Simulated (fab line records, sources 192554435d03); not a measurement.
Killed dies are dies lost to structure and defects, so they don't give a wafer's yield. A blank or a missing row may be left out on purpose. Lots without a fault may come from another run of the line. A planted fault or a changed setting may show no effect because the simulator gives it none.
Which tool did it? | flow n5_finfet | 11 lots, 33 wafers sampled, at 2 steps of a route of 1938

WHAT THE GAUGES READ, wafer by wafer
N5_BEOL_M14_THK_MEAS_50: measures by xrf.
lot  | measured     | on            | M14_THK (nm)
L075 | day 11 15:39 | film_metro-01 | 552 560 556
L078 | day 11 21:43 | film_metro-02 | 561 545 549
L079 | day 12 05:55 | film_metro-01 | 551 543 541
L082 | day 13 06:07 | film_metro-01 | 558 555 552
L083 | day 13 07:52 | film_metro-02 | 535 545 541
L088 | day 14 12:53 | film_metro-02 | 545 546 541
L090 | day 15 06:13 | film_metro-02 | 563 567 571
L091 | day 15 11:01 | film_metro-02 | 564 557 560
L092 | day 16 00:04 | film_metro-01 | 538 539 530
L095 | day 16 21:15 | film_metro-02 | 556 552 542
L096 | day 17 09:46 | film_metro-02 | 559 555 562

WHICH TOOL RAN EACH LOT (tool, then ch and the chambers of the sampled wafers, then the start)
lot  | N5_BEOL_M14_DESCUM_33
L075 | rie_diel-04 ch 2,3, day 11 11:24
L078 | rie_diel-01 ch 1,2,3, day 11 19:18
L079 | rie_diel-01 ch 0,1,2, day 12 03:04
L082 | rie_diel-04 ch 1,3, day 13 02:58
L083 | rie_diel-02 ch 0,1, day 13 04:28
L088 | rie_diel-02 ch 1,2,3, day 14 05:48
L090 | rie_diel-04 ch 0,1,3, day 15 03:15
L091 | rie_diel-01 ch 1,2, day 15 07:47
L092 | rie_diel-02 ch 0,1, day 15 19:52
L095 | rie_diel-02 ch 0,1,3, day 16 08:56
L096 | rie_diel-01 ch 2,3, day 17 06:02
- N5_BEOL_M14_DESCUM_33: chemistry O2, time 7.9 s.

THE ANSWER, worked out from the rows above alone
Rule: what is usual is taken from the lots themselves. Put in order of their means at a reading, lots are off if they are a third of the lots or fewer, leave a main group of 4 or more, and stand apart from it by a gap of 3 or more times the standard deviation of the main group's means; of several such gaps the widest counts. A main group whose means are all the same, to the digits that the tables above print for the reading, isn't used. A lot without any number at a reading at which 4 lots or more have one is off too. The other lots that the step has rows for count as sound.
No lot is off at any reading shown: from this, nothing can be told.

WHAT THE SIMULATOR HAD PUT IN
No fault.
